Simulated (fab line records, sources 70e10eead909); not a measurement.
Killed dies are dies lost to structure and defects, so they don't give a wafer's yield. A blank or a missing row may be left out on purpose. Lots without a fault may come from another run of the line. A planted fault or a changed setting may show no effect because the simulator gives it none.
fab line records | flow nand_harc
record lots=24 wafers=72 last_day=32
route steps=1302 shown P_GATE@124 P_CONTACT@233 P_M0@277
lots that met no fault: from a run of the same line without faults
start_h: hours from the record's first day to the start of the lot's first wafer shown | wait_h: hours since the lot's step before | " the same as in the row above | L1.1+2: a row that stands for several wafers | - no value, or no start given | * or withheld: withheld | < > ~ a bound
route shown NAME@n: a module of which the file shows steps, and the number in the route of the first | usual: mean/standard deviation of fault-free wafers | same: alike in all rows | chamber/n: place in a boat | sites: the reading at each site | _std_site: their standard deviation | _edge_site: outer sites' mean less inner sites' | radius_mm: how far each site lies from the wafer's centre | mask NAME#n: copy n | behind: the tool/chamber that last shaped the wafer | hold: why the lot was held/for how many hours/how that ended | device: the transistor (n, p or np) that didn't switch | end of line: the same wafers' tests at the end of the route | a step without rows: its recipe alone | killed: dies lost to structure and defects at the first sort, not the wafer's yield | map: a wafer's dies, x killed, . not, _ none there
set.NAME: the setting as run; set.NAME@STEP: as run at that earlier step | model.NAME: the simulator's own value behind a step, which no gauge read
steps of the route over a sample of lots; a table a step, a row a wafer
services: from which hour (start_h, from the record's first day; less than 0 if before it) a tool's chamber was out of use, for how many hours, and why
## steps
# step NHARC_P_GATE_DESCUM_13
# recipe time_s=3 o2_flow_sccm=200 ar_flow_sccm=0 bias_power_w=0 chemistry=O2
# usual chamber_pressure_mTorr=60.00/0.053 drypump_motor_current_A=5.8/0.48 o2_flow_sccm=200.0/0.6 oes_product_au=0.999/0.01 rf_vpp_V=57.8/0.83 showerhead_plenum_p_Torr=1.93/0.063 throttle_valve_pct=11.311/0.0097
# columns lot.wafer tool chamber start_h wait_h chamber_pressure_mTorr drypump_motor_current_A o2_flow_sccm oes_product_au rf_hours_counter_h rf_vpp_V showerhead_plenum_p_Torr throttle_valve_pct
L074.3 rie_diel-10 0 64.49 - 60.02 6.6 200.5 1.010 0.7 57.2 1.89 11.306
L074.2 " 1 " " 59.89 6.5 201.0 1.008 0.8 58.5 2.00 11.319
L074.6 " 1 " " 59.97 6.5 200.8 1.008 - 58.4 2.00 11.310
L075.3 rie_diel-03 1 68.64 - 60.02 5.2 199.8 1.010 7.6 57.6 2.04 11.318
L075.6 " 1 " " 59.94 5.2 200.8 1.013 - 56.7 2.04 11.328
L075.5 " 2 " " 60.02 5.2 200.1 0.993 - 58.1 1.94 11.311
L076.2 rie_diel-05 1 76.81 - 59.98 5.8 200.2 1.020 1.3 58.8 1.98 11.315
L076.4 " 2 " " 59.93 5.8 199.3 1.008 2.1 56.2 1.99 11.305
L076.5 " 0 " " 60.00 6.2 199.3 0.993 - 55.9 1.86 11.301
L078.1 rie_diel-03 1 95.71 - 60.02 5.2 199.7 1.014 0.2 57.9 2.04 11.313
L078.4 " 2 " " 60.10 5.2 200.1 1.004 0.1 58.6 1.94 11.307
L078.6 " 0 " " 59.97 5.3 200.9 0.980 - 58.5 2.00 11.303
L077.3 rie_diel-10 2 95.73 - 59.91 5.3 199.2 1.019 3.4 57.3 1.83 11.304
L077.4 " 1 " " 59.97 6.4 199.6 1.002 3.7 58.6 1.99 11.316
L077.5 " 2 " " 59.98 5.3 199.3 1.005 - 57.3 1.83 11.305
L079.3 rie_diel-05 1 104.40 - 59.96 5.8 200.3 1.012 2.6 58.6 1.98 11.305
L079.2 " 2 " " 59.99 5.8 200.4 1.014 3.0 57.9 1.99 11.305
L079.6 " 1 " " 60.09 5.8 199.2 1.004 - 58.1 1.98 11.311
L080.1 rie_diel-03 3 119.97 - 60.01 5.5 201.1 1.007 2.4 57.8 1.89 11.319
L080.3 " 1 " " 60.05 5.2 199.8 1.006 2.9 58.3 2.04 11.316
L080.5 " 0 " " 60.08 5.3 200.7 0.990 - 56.7 2.00 11.318
L081.1 rie_diel-05 3 134.74 - 60.03 5.7 199.7 0.989 4.6 58.9 1.96 11.310
L081.4 " 0 " " 59.99 6.2 199.6 0.995 5.7 56.9 1.86 11.313
L081.6 " 3 " " 59.98 5.7 200.4 1.000 - 58.9 1.96 11.311
L082.2 rie_diel-03 2 134.78 - 60.06 5.2 199.9 1.004 3.6 57.3 1.94 11.315
L082.3 " 3 " " 60.07 5.5 198.9 0.998 3.4 57.4 1.89 11.324
L082.4 " 1 " " 60.02 5.2 200.4 1.022 3.0 58.6 2.04 11.309
L083.1 rie_diel-05 2 151.92 - 60.04 5.8 200.0 1.004 5.2 56.9 1.99 11.311
L083.2 " 0 " " 59.93 6.1 199.8 0.983 6.7 57.5 1.86 11.297
L083.6 " 2 " " 60.10 5.8 200.5 1.003 - 57.9 1.99 11.308
L084.1 rie_diel-10 1 158.53 - 59.96 6.4 199.6 0.989 6.5 58.8 1.99 11.301
L084.2 " 2 " " 60.02 5.3 200.6 1.009 6.0 56.4 1.83 11.321
L084.4 " 3 " " 60.02 6.2 199.3 0.982 4.8 57.7 1.93 11.302
L085.1 rie_diel-10 3 163.88 - 60.02 6.2 199.4 0.985 4.8 57.5 1.93 11.329
L085.3 " 0 " " 60.04 6.6 199.9 1.011 5.3 57.7 1.89 11.310
L085.6 " 2 " " 60.02 5.3 200.1 1.002 - 58.0 1.83 11.321
L086.3 rie_diel-10 1 176.34 - 60.02 6.4 200.3 1.006 7.7 57.7 1.99 11.321
L086.2 " 3 " " 60.03 6.2 199.7 0.994 5.5 58.9 1.93 11.320
L086.6 " 2 " " 60.09 5.3 199.4 1.005 - 57.3 1.83 11.329
L087.3 rie_diel-10 1 189.14 - 59.98 6.4 199.6 1.010 8.3 57.4 1.99 11.316
L087.2 " 2 " " 60.07 5.3 200.6 1.011 7.8 58.9 1.82 11.318
L087.1 " 3 " " 60.02 6.2 200.0 0.997 6.6 57.8 1.93 11.311
L088.2 rie_diel-05 2 200.33 - 59.96 5.8 200.8 1.018 9.7 58.8 1.99 11.302
L088.4 " 3 " " 60.00 5.8 201.0 0.984 10.1 57.6 1.95 11.306
L088.5 " 2 " " 60.03 5.8 200.0 1.011 - 57.8 1.99 11.307
L089.3 rie_diel-10 0 204.61 - 60.03 6.6 199.7 1.001 8.4 58.4 1.89 11.312
L089.4 " 1 " " 60.00 6.4 199.5 1.004 9.1 57.3 1.99 11.311
L089.6 " 0 " " 59.91 6.6 200.9 0.999 - 57.2 1.88 11.315
L090.4 rie_diel-03 0 218.48 - 59.96 5.3 200.8 0.988 6.9 57.1 2.00 11.332
L090.3 " 1 " " 60.02 5.2 199.4 1.004 6.5 60.3 2.04 11.320
L090.6 " 0 " " 59.97 5.3 200.6 0.982 - 57.9 2.00 11.315
L091.1 rie_diel-05 3 233.58 - 60.04 5.7 199.8 1.004 0.4 57.8 1.95 11.320
L091.6 " 3 " " 59.92 5.7 200.2 0.998 - 58.7 1.96 11.320
L091.5 " 0 " " 60.10 6.2 200.4 0.993 - 57.2 1.86 11.298
L092.3 rie_diel-03 1 241.57 - 59.98 5.2 200.0 1.003 7.5 57.5 2.03 11.293
L092.5 " 3 " " 59.94 5.5 200.1 1.016 - 58.0 1.89 11.307
L092.6 " 0 " " 59.90 5.3 200.5 0.989 - 58.1 1.99 11.325
L093.2 rie_diel-10 2 254.90 - 60.00 5.3 199.9 1.005 1.5 55.9 1.82 11.315
L093.3 " 3 " " 59.94 6.2 199.4 0.993 1.9 58.2 1.93 11.321
L093.4 " 0 " " 60.02 6.6 199.7 1.008 2.1 57.0 1.88 11.296
L094.4 rie_diel-05 1 255.09 - 59.95 5.8 200.0 0.987 1.5 58.5 1.98 11.295
L094.6 " 3 " " 60.04 5.7 198.3 0.997 - 58.3 1.95 11.334
L094.5 " 0 " " 60.05 6.1 199.1 1.004 - 57.8 1.86 11.316
L095.4 rie_diel-10 3 268.92 - 59.93 6.2 199.5 0.989 2.9 56.8 1.93 11.303
L095.2 " 2 " " 59.97 5.3 199.7 1.010 2.4 58.2 1.82 11.311
L095.5 " 0 " " 59.95 6.6 200.6 1.011 - 56.9 1.88 11.320
L096.1 rie_diel-10 2 279.88 - 59.97 5.3 200.4 1.000 2.8 57.8 1.82 11.307
L096.4 " 3 " " 60.07 6.2 200.1 0.996 3.3 58.4 1.93 11.314
L096.2 " 0 " " 60.07 6.5 199.7 1.005 3.6 57.0 1.88 11.294
L097.1 rie_diel-10 1 286.43 - 60.08 6.4 199.7 1.000 3.3 57.5 1.99 11.297
L097.2 " 3 " " 60.01 6.2 200.2 0.976 3.4 58.3 1.93 11.312
L097.3 " 0 " " 59.97 6.6 201.3 0.992 3.7 57.7 1.88 11.294
# step NHARC_P_GATE_DESCUM_48
# recipe time_s=3 o2_flow_sccm=200 ar_flow_sccm=0 bias_power_w=0 chemistry=O2
# usual chamber_pressure_mTorr=60.00/0.054 drypump_motor_current_A=5.9/0.52 o2_flow_sccm=200.0/0.62 oes_product_au=1.001/0.0089 rf_vpp_V=57.9/0.88 showerhead_plenum_p_Torr=1.93/0.065 throttle_valve_pct=11.310/0.009
# columns lot.wafer tool chamber start_h wait_h chamber_pressure_mTorr drypump_motor_current_A o2_flow_sccm oes_product_au rf_hours_counter_h rf_vpp_V showerhead_plenum_p_Torr throttle_valve_pct
L074.2 rie_diel-10 3 90.35 - 59.94 6.2 199.2 1.010 2.8 57.5 1.93 11.283
L074.3 " 1 " " 60.02 6.4 199.9 1.006 3.6 58.1 1.99 11.322
L074.6 " 0 " " 59.83 6.6 200.2 1.016 - 57.6 1.89 11.293
L075.3 rie_diel-05 3 94.54 - 60.06 5.7 200.0 0.978 2.4 58.1 1.96 11.312
L075.6 " 1 " " 59.97 5.8 199.4 1.009 - 59.4 1.98 11.309
L075.5 " 2 " " 59.93 5.8 200.5 1.006 - 59.0 1.99 11.300
L076.4 rie_diel-10 2 103.75 - 59.94 5.3 201.3 1.016 3.5 57.4 1.83 11.313
L076.2 " 0 " " 60.04 6.6 200.4 1.007 3.2 57.1 1.89 11.310
L076.5 " 2 " " 59.98 5.3 200.5 1.011 - 57.7 1.83 11.311
L077.3 rie_diel-03 1 124.58 - 60.03 5.2 200.7 1.008 2.9 57.8 2.04 11.317
L077.4 " 3 " " 60.03 5.5 200.6 1.002 2.4 57.2 1.89 11.313
L077.5 " 1 " " 60.01 5.2 200.2 1.005 - 57.2 2.04 11.314
L078.1 rie_diel-10 0 125.35 - 59.95 6.6 200.3 1.013 4.2 58.6 1.89 11.301
L078.4 " 1 " " 60.01 6.5 199.5 0.996 5.3 58.5 1.99 11.321
L078.6 " 0 " " 60.12 6.6 200.5 1.004 - 57.7 1.89 11.305
L079.3 rie_diel-10 3 131.07 - 60.06 6.2 200.3 0.992 3.9 57.9 1.93 11.317
L079.2 " 1 " " 60.05 6.4 199.7 1.005 5.3 58.6 1.99 11.311
L079.6 " 3 " " 59.96 6.2 200.3 0.999 - 57.1 1.93 11.308
L080.3 rie_diel-05 3 148.10 - 59.95 5.7 199.3 0.994 5.5 59.0 1.96 11.326
L080.1 " 1 " " 60.06 5.8 200.2 1.012 5.3 58.8 1.98 11.315
L080.5 " 2 " " 59.88 5.8 199.7 1.014 - 57.3 1.99 11.302
L081.4 rie_diel-05 2 161.61 - 59.91 5.8 200.3 1.009 5.3 57.5 1.99 11.302
L081.1 " 0 " " 59.94 6.2 199.7 0.980 6.8 57.9 1.86 11.324
L081.6 " 1 " " 59.95 5.8 200.0 1.003 - 56.2 1.98 11.318
L082.4 rie_diel-10 3 162.09 - 59.92 6.2 199.4 0.993 4.8 59.4 1.93 11.306
L082.3 " 0 " " 60.03 6.6 200.4 1.010 5.3 57.7 1.89 11.308
L082.2 " 1 " " 59.93 6.4 200.1 0.997 6.5 57.5 1.99 11.314
L083.2 rie_diel-10 0 183.55 - 60.11 6.6 199.9 1.014 6.8 56.7 1.89 11.310
L083.1 " 1 " " 59.95 6.4 199.6 0.998 8.1 57.6 1.99 11.321
L083.6 " 2 " " 59.94 5.3 200.0 0.995 - 57.5 1.83 11.295
L084.1 rie_diel-10 2 188.95 - 59.99 5.3 199.6 1.010 7.8 57.2 1.83 11.311
L084.2 " 3 " " 59.99 6.2 201.0 0.993 6.6 56.4 1.93 11.306
L084.4 " 0 " " 59.99 6.6 200.3 1.008 7.1 60.1 1.89 11.320
L085.1 rie_diel-03 3 193.02 - 59.88 5.5 200.2 1.000 4.7 58.6 1.89 11.316
L085.3 " 0 " " 60.02 5.3 200.1 0.986 5.0 58.2 2.00 11.292
L085.6 " 2 " " 60.05 5.2 199.9 1.015 - 57.7 1.94 11.315
L086.2 rie_diel-10 1 206.26 - 59.94 6.4 199.1 1.006 9.1 58.4 1.99 11.316
L086.3 " 3 " " 59.91 6.2 200.5 0.998 7.8 57.3 1.93 11.332
L086.6 " 2 " " 59.98 5.3 201.1 1.004 - 59.2 1.82 11.303
L087.3 rie_diel-10 0 215.05 - 60.04 6.6 200.7 1.010 9.9 56.5 1.88 11.288
L087.2 " 1 " " 59.96 6.4 199.9 1.008 11.0 58.5 1.99 11.320
L087.1 " 3 " " 60.01 6.2 199.4 1.002 8.9 57.0 1.93 11.317
L088.2 rie_diel-05 0 226.88 - 59.94 6.2 200.3 1.010 0.2 56.4 1.86 11.314
L088.4 " 3 " " 60.06 5.7 199.0 1.005 0.3 57.2 1.96 11.311
L088.5 " 1 " " 59.99 5.8 200.5 1.009 - 57.5 1.98 11.308
L089.4 rie_diel-10 3 231.15 - 59.99 6.2 199.7 0.986 0 59.1 1.93 11.325
L089.3 " 0 " " 59.97 6.5 200.1 0.990 0 56.4 1.89 11.303
L089.6 " 3 " " 60.09 6.2 199.8 0.996 - 57.5 1.93 11.320
L090.3 rie_diel-10 2 247.34 - 59.96 5.3 200.0 1.003 1.4 55.7 1.82 11.319
L090.4 " 3 " " 60.01 6.2 200.2 0.999 1.9 56.3 1.93 11.310
L090.6 " 3 " " 60.09 6.2 199.5 1.006 - 57.0 1.93 11.307
L091.1 rie_diel-10 2 263.32 - 59.93 5.3 201.1 1.006 2.2 56.8 1.82 11.303
L091.6 " 3 " " 59.99 6.2 200.2 0.990 - 58.2 1.93 11.310
L091.5 " 1 " " 59.99 6.4 199.3 1.010 - 59.0 1.99 11.312
L092.3 rie_diel-03 1 268.33 - 59.94 5.2 200.9 1.002 0.1 58.4 2.03 11.306
L092.5 " 1 " " 60.02 5.2 199.9 0.999 - 58.3 2.04 11.320
L092.6 " 2 " " 59.99 5.2 199.6 0.990 - 57.2 1.94 11.321
L094.4 rie_diel-03 1 282.86 - 60.08 5.2 201.0 0.996 0.3 58.1 2.03 11.310
L094.5 " 2 " " 60.12 5.2 200.4 0.983 - 57.9 1.94 11.320
L094.6 " 3 " " 60.08 5.5 198.8 0.995 - 56.8 1.89 11.317
L093.2 rie_diel-10 1 283.24 - 60.00 6.4 200.4 0.993 3.3 58.6 1.99 11.328
L093.3 " 2 " " 59.94 5.3 199.4 0.997 2.8 57.6 1.82 11.312
L093.4 " 3 " " 59.97 6.2 199.5 0.987 3.4 58.3 1.93 11.304
L095.2 rie_diel-03 0 300.86 - 59.97 5.3 199.1 1.003 1.5 57.6 1.99 11.315
L095.4 " 2 " " 60.05 5.2 200.0 1.011 1.4 58.4 1.94 11.296
L095.5 " 1 " " 60.07 5.2 199.4 1.017 - 59.1 2.03 11.308
L096.2 rie_diel-10 1 305.67 - 59.99 6.4 200.4 1.003 3.9 58.5 1.99 11.317
L096.1 " 2 " " 60.05 5.3 200.1 0.997 3.4 58.5 1.82 11.318
L096.4 " 3 " " 59.91 6.2 202.0 0.994 4.0 56.8 1.93 11.311
L097.1 rie_diel-10 2 312.68 - 59.97 5.3 199.4 1.001 3.6 57.9 1.82 11.310
L097.3 " 3 " " 59.99 6.2 200.1 0.986 4.1 57.9 1.93 11.313
L097.2 " 0 " " 60.03 6.6 199.7 1.002 3.9 58.4 1.88 11.318
# step NHARC_P_GATE_STRIP_111
# recipe power_w=1500 temp_c=110 time_s=250 chemistry=N2/H2
# usual drypump_motor_current_A=5.8/0.42 heater_power_w=89/7.5
# columns lot.wafer tool chamber start_h wait_h drypump_motor_current_A heater_power_w rf_hours_counter_h
L074.2 plasma_asher-01 1 90.83 0.2 5.2 84 14
L074.3 " 1 " " 5.2 87 -
L074.6 " 1 " " 5.2 85 -
L075.3 plasma_asher-01 1 95.04 0.3 5.2 88 -
L075.5 " 0 " " 5.6 97 -
L075.6 " 1 " " 5.2 89 -
L076.2 plasma_asher-01 1 104.16 0.2 5.2 88 18
L076.4 " 0 " " 5.6 97 -
L076.5 " 0 " " 5.6 98 -
L077.4 plasma_asher-02 0 125.19 0.2 6.2 78 -
L077.3 " 1 " " 6.2 100 -
L077.5 " 0 " " 6.2 77 -
L078.1 plasma_asher-01 1 125.71 0.2 5.2 86 22
L078.4 " 0 " " 5.6 99 -
L078.6 " 0 " " 5.6 102 -
L079.2 plasma_asher-02 1 131.49 0.2 6.2 99 16
L079.3 " 1 " " 6.2 98 -
L079.6 " 1 " " 6.2 100 -
L080.1 plasma_asher-02 0 148.46 0.2 6.2 78 21
L080.3 " 1 " " 6.2 98 -
L080.5 " 1 " " 6.2 99 -
L081.1 plasma_asher-01 0 162.02 0.2 5.6 92 1
L081.4 " 1 " " 5.2 87 -
L081.6 " 1 " " 5.2 88 -
L082.2 plasma_asher-02 1 162.50 0.2 6.1 99 25
L082.4 " 0 " " 6.2 77 -
L082.3 " 1 " " 6.1 98 -
L083.2 plasma_asher-02 0 183.89 0.2 6.2 76 28
L083.1 " 1 " " 6.1 99 28
L083.6 " 1 " " 6.1 97 -
L084.2 plasma_asher-02 1 189.32 0.2 6.1 98 29
L084.1 " 0 " " 6.2 79 29
L084.4 " 0 " " 6.2 77 -
L085.1 plasma_asher-01 0 193.36 0.2 5.6 92 7
L085.3 " 1 " " 5.2 88 -
L085.6 " 0 " " 5.6 93 -
L086.2 plasma_asher-01 0 206.68 0.2 5.6 94 10
L086.3 " 0 " " 5.6 91 -
L086.6 " 0 " " 5.6 92 -
L087.2 plasma_asher-02 1 215.42 0.2 6.1 98 35
L087.1 " 0 " " 6.2 76 35
L087.3 " 0 " " 6.2 78 -
L088.2 plasma_asher-01 0 227.25 0.2 5.6 92 15
L088.4 " 1 " " 5.2 86 -
L088.5 " 1 " " 5.2 85 -
L089.4 plasma_asher-01 1 231.60 0.2 5.2 85 -
L089.3 " 0 " " 5.6 94 -
L089.6 " 1 " " 5.2 86 -
L090.4 plasma_asher-01 0 247.81 0.2 5.6 94 -
L090.3 " 1 " " 5.2 87 -
L090.6 " 1 " " 5.2 87 -
L091.1 plasma_asher-02 1 263.69 0.2 6.1 93 6
L091.6 " 1 " " 6.2 92 -
L091.5 " 0 " " 6.2 79 -
L092.3 plasma_asher-02 1 268.85 0.3 6.1 95 -
L092.6 " 0 " " 6.2 77 -
L092.5 " 1 " " 6.1 94 -
L094.4 plasma_asher-02 1 283.34 0.3 6.2 94 -
L094.6 " 0 " " 6.2 79 -
L094.5 " 1 " " 6.2 92 -
L093.2 plasma_asher-01 1 283.66 0.2 5.2 87 27
L093.3 " 0 " " 5.6 94 -
L093.4 " 1 " " 5.2 88 -
L095.2 plasma_asher-01 0 301.27 0.2 5.6 92 30
L095.4 " 0 " " 5.6 93 -
L095.5 " 1 " " 5.2 89 -
L096.2 plasma_asher-02 1 306.04 0.2 6.1 95 14
L096.1 " 0 " " 6.2 78 14
L096.4 " 0 " " 6.2 79 -
L097.2 plasma_asher-02 0 313.03 0.2 6.2 80 16
L097.1 " 1 " " 6.1 93 16
L097.3 " 0 " " 6.2 79 -
# step NHARC_P_CONTACT_OVL_MEAS_13
# usual overlay_x_nm=0.4/0.68 overlay_y_nm=-0.1/0.85
# columns lot.wafer tool chamber start_h wait_h overlay_x_nm overlay_y_nm
L074.2 overlay-02 - 98.38 - 1.2 -2.4
L074.3 " - " " 1.8 -2.1
L074.6 " - " " 1.5 -2.2
L075.3 overlay-02 - 102.47 - 0.8 -0.6
L075.5 " - " " 1.0 -0.6
L075.6 " - " " 1.1 -0.9
L076.2 overlay-01 - 111.75 - 0.6 -1.0
L076.4 " - " " 1.1 -1.1
L076.5 " - " " 0.6 -0.4
L078.1 overlay-01 - 133.76 - 0.1 -0.2
L078.4 " - " " 0.4 -0.4
L078.6 " - " " 0.4 -0.5
L079.2 overlay-01 - 139.44 - 0.6 0.1
L079.3 " - " " 0.8 0.4
L079.6 " - " " 1.0 1.0
L077.3 overlay-02 - 151.25 - 0.0 1.6
L077.4 " - " " 0.2 0.6
L077.5 " - " " 0.2 1.2
L080.1 overlay-01 - 156.22 - -0.2 0.6
L080.3 " - " " 0.6 0.0
L080.5 " - " " 0.2 -0.1
L081.1 overlay-01 - 169.44 - -0.5 0.3
L081.4 " - " " -0.6 0.0
L081.6 " - " " -0.5 0.3
L082.2 overlay-01 - 170.17 - -0.3 1.4
L082.3 " - " " -0.3 1.8
L082.4 " - " " -0.5 1.4
L083.1 overlay-02 - 191.37 - -1.3 -0.1
L083.2 " - " " -1.4 -0.4
L083.6 " - " " -1.6 0.1
L084.1 overlay-02 - 197.05 - 0.4 -0.4
L084.2 " - " " 0.9 -0.4
L084.4 " - " " 0.5 0.0
L085.1 overlay-01 - 200.96 - -0.1 0.3
L085.3 " - " " 0.5 0.7
L085.6 " - " " 0.7 0.0
L086.2 overlay-01 - 214.60 - 1.3 0.0
L086.3 " - " " 0.9 0.0
L086.6 " - " " 1.2 0.4
L087.1 overlay-01 - 223.06 - -0.6 0.3
L087.2 " - " " 0.1 0.5
L087.3 " - " " -0.5 0.3
L088.2 overlay-02 - 235.22 - 1.7 -0.1
L088.4 " - " " 2.0 0.0
L088.5 " - " " 1.8 0.2
L089.3 overlay-02 - 239.20 - -0.6 -0.5
L089.4 " - " " -0.1 -0.8
L089.6 " - " " -0.2 -0.7
L090.3 overlay-02 - 255.44 - -0.5 0.4
L090.4 " - " " -0.7 1.0
L090.6 " - " " 0.0 0.5
L091.1 overlay-01 - 271.31 - 0.4 -0.9
L091.5 " - " " 0.4 -0.9
L091.6 " - " " 0.1 -1.2
L092.3 overlay-02 - 276.37 - 0.9 -1.3
L092.5 " - " " 1.2 -1.1
L092.6 " - " " 1.3 -1.2
L094.4 overlay-02 - 291.06 - 0.8 0.9
L094.5 " - " " 0.9 1.1
L094.6 " - " " 0.6 0.8
L093.2 overlay-01 - 291.44 - 0.6 -0.6
L093.3 " - " " 0.1 -0.6
L093.4 " - " " 0.3 -0.2
L095.2 overlay-01 - 308.84 - 0.6 -0.1
L095.4 " - " " 0.7 0.1
L095.5 " - " " 0.2 -0.8
L096.1 overlay-02 - 314.10 - 0.5 -0.4
L096.2 " - " " 0.3 -0.5
L096.4 " - " " 0.4 -0.3
L097.1 overlay-02 - 320.75 - -0.1 0.5
L097.2 " - " " -0.6 0.5
L097.3 " - " " 0.5 0.8
# step NHARC_P_CONTACT_PVD_32
# recipe target_thk_a=50 chamber_pressure_pa=5 power_w=5000 substrate_temp_c=200 time_s=17.7 material=Ti
# usual throttle_valve_pct=30.6/1.2
# columns lot.wafer tool chamber start_h wait_h throttle_valve_pct
L074.3 pvd_sputter-01 - - - 30.9
L074.2 " - " " 29.1
L074.6 " - " " 30.5
L075.3 pvd_sputter-03 - - - 30.1
L075.5 " - " " 31.0
L075.6 " - " " 28.3
L076.4 pvd_sputter-02 - - - 29.4
L076.2 " - " " 30.2
L076.5 " - " " 29.6
L078.1 pvd_sputter-01 - - - 32.4
L078.4 " - " " 31.2
L078.6 " - " " 32.1
L079.3 pvd_sputter-03 - - - 29.7
L079.2 " - " " 31.9
L079.6 " - " " 32.0
L077.3 pvd_sputter-01 - - - 32.7
L077.4 " - " " 30.5
L077.5 " - " " 29.4
L080.3 pvd_sputter-03 - - - 31.4
L080.1 " - " " 31.4
L080.5 " - " " 31.7
L081.4 pvd_sputter-01 - - - 30.8
L081.1 " - " " 31.4
L081.6 " - " " 32.5
L082.2 pvd_sputter-03 - - - 28.9
L082.4 " - " " 30.1
L082.3 " - " " 31.8
L083.2 pvd_sputter-02 - - - 30.2
L083.1 " - " " 30.2
L083.6 " - " " 30.2
L084.2 pvd_sputter-01 - - - 31.0
L084.1 " - " " 29.4
L084.4 " - " " 30.4
L085.1 pvd_sputter-03 - - - 31.4
L085.3 " - " " 30.1
L085.6 " - " " 31.4
L086.3 pvd_sputter-01 - - - 33.2
L086.2 " - " " 29.9
L086.6 " - " " 33.1
L087.1 pvd_sputter-01 - - - 29.5
L087.3 " - " " 30.4
L087.2 " - " " 33.0
L088.4 pvd_sputter-02 - - - 29.3
L088.2 " - " " 30.1
L088.5 " - " " 31.5
L089.4 pvd_sputter-02 - - - 30.1
L089.3 " - " " 29.2
L089.6 " - " " 30.1
L090.3 pvd_sputter-03 - - - 31.3
L090.4 " - " " 30.1
L090.6 " - " " 31.6
L091.1 pvd_sputter-03 - - - 30.1
L091.5 " - " " 31.2
L091.6 " - " " 31.6
L092.3 pvd_sputter-03 - - - 30.0
L092.5 " - " " 31.5
L092.6 " - " " 29.3
L094.4 pvd_sputter-01 - - - 33.0
L094.5 " - " " 33.0
L094.6 " - " " 29.6
L093.4 pvd_sputter-02 - - - 30.0
L093.3 " - " " 29.3
L093.2 " - " " 29.7
L095.4 pvd_sputter-02 - - - 29.3
L095.2 " - " " 29.9
L095.5 " - " " 29.5
L096.2 pvd_sputter-01 - - - 33.3
L096.4 " - " " 30.0
L096.1 " - " " 30.6
L097.2 pvd_sputter-01 - - - 30.7
L097.1 " - " " 33.1
L097.3 " - " " 29.7
# step NHARC_P_M0_ANNEAL_30
# recipe temp_c=225 time_s=90
# usual wafer_temp_C_max=226.2/0.34
# columns lot.wafer tool chamber start_h wait_h wafer_temp_C_max
L074.2 rtp_anneal-02 0 104.21 0.3 226.1
L074.3 " 0 " " 226.0
L074.6 " 0 " " 226.3
L075.3 rtp_anneal-01 0 108.67 - 226.6
L075.5 " 0 " " 226.3
L075.6 " 0 " " 225.9
L076.2 rtp_anneal-01 0 118.36 0.4 225.8
L076.4 " 0 " " 225.8
L076.5 " 0 " " 226.3
L078.1 rtp_anneal-01 0 139.81 0.3 226.9
L078.4 " 0 " " 226.3
L078.6 " 0 " " 226.7
L079.2 rtp_anneal-02 0 145.88 0.5 226.0
L079.3 " 0 " " 225.8
L079.6 " 0 " " 225.5
L077.3 rtp_anneal-02 0 157.41 0.4 225.5
L077.4 " 0 " " 226.1
L077.5 " 0 " " 225.6
L080.1 rtp_anneal-02 0 162.64 - 225.6
L080.3 " 0 " " 225.8
L080.5 " 0 " " 225.7
L081.1 rtp_anneal-01 0 175.64 0.4 226.3
L081.4 " 0 " " 226.3
L081.6 " 0 " " 226.6
L082.2 rtp_anneal-01 0 176.28 0.5 226.6
L082.3 " 0 " " 226.6
L082.4 " 0 " " 226.6
L083.1 rtp_anneal-02 0 197.46 - 225.7
L083.2 " 0 " " 226.1
L083.6 " 0 " " 225.7
L084.1 rtp_anneal-02 0 202.92 0.3 225.8
L084.2 " 0 " " 225.6
L084.4 " 0 " " 225.8
L085.1 rtp_anneal-01 0 206.77 - 226.4
L085.3 " 0 " " 226.2
L085.6 " 0 " " 226.3
L086.2 rtp_anneal-02 0 221.03 - 225.8
L086.3 " 0 " " 225.9
L086.6 " 0 " " 226.0
L087.1 rtp_anneal-02 0 228.99 - 225.9
L087.2 " 0 " " 226.2
L087.3 " 0 " " 225.9
L088.2 rtp_anneal-01 0 241.32 - 226.2
L088.4 " 0 " " 226.5
L088.5 " 0 " " 226.2
L089.3 rtp_anneal-01 0 245.14 - 226.4
L089.4 " 0 " " 226.6
L089.6 " 0 " " 226.2
L090.3 rtp_anneal-01 0 261.99 0.3 226.2
L090.4 " 0 " " 226.3
L090.6 " 0 " " 226.5
L091.1 rtp_anneal-01 0 277.16 - 226.2
L091.5 " 0 " " 226.7
L091.6 " 0 " " 226.5
L092.3 rtp_anneal-01 0 282.40 - 226.6
L092.5 " 0 " " 226.4
L092.6 " 0 " " 226.8
L094.4 rtp_anneal-02 0 297.16 0.4 225.8
L094.5 " 0 " " 226.0
L094.6 " 0 " " 226.0
L093.2 rtp_anneal-01 0 297.41 - 226.6
L093.3 " 0 " " 226.7
L093.4 " 0 " " 226.1
L095.2 rtp_anneal-01 0 314.89 0.4 225.6
L095.4 " 0 " " 226.1
L095.5 " 0 " " 226.0
L096.1 rtp_anneal-01 0 320.09 - 226.1
L096.2 " 0 " " 226.3
L096.4 " 0 " " 226.7
L097.1 rtp_anneal-01 0 327.11 - 226.8
L097.2 " 0 " " 226.1
L097.3 " 0 " " 226.7
## services
# columns tool chamber start_h hours kind
rie_diel-10 - 41.50 9.0 pm
rie_diel-03 1 43.16 16.9 repair
plasma_asher-02 - 48.16 9.0 pm
rie_diel-05 1 53.49 8.2 repair
rie_diel-03 - 80.30 9.0 pm
rie_diel-10 2 89.21 2.1 repair
rie_diel-03 - 89.96 1.1 repair
plasma_asher-02 - 90.62 0.7 repair
rie_diel-03 1 125.18 2.7 repair
plasma_asher-02 - 145.56 1.2 repair
plasma_asher-01 - 148.40 9.0 pm
rie_diel-03 0 181.70 4.5 repair
rie_diel-05 - 205.60 9.0 pm
rie_diel-10 - 218.50 9.0 pm
plasma_asher-02 - 225.16 9.0 pm
rie_diel-05 0 233.95 4.3 repair
rie_diel-03 - 235.25 2.3 repair
rie_diel-10 - 244.40 0.1 repair
rie_diel-03 - 257.30 9.0 pm
rie_diel-10 0 263.17 4.4 repair
rie_diel-05 0 273.77 4.3 repair
rie_diel-10 0 287.13 7.7 repair
plasma_asher-01 - 292.71 0.4 repair
plasma_asher-01 - 325.40 9.0 pm
## key
fault none
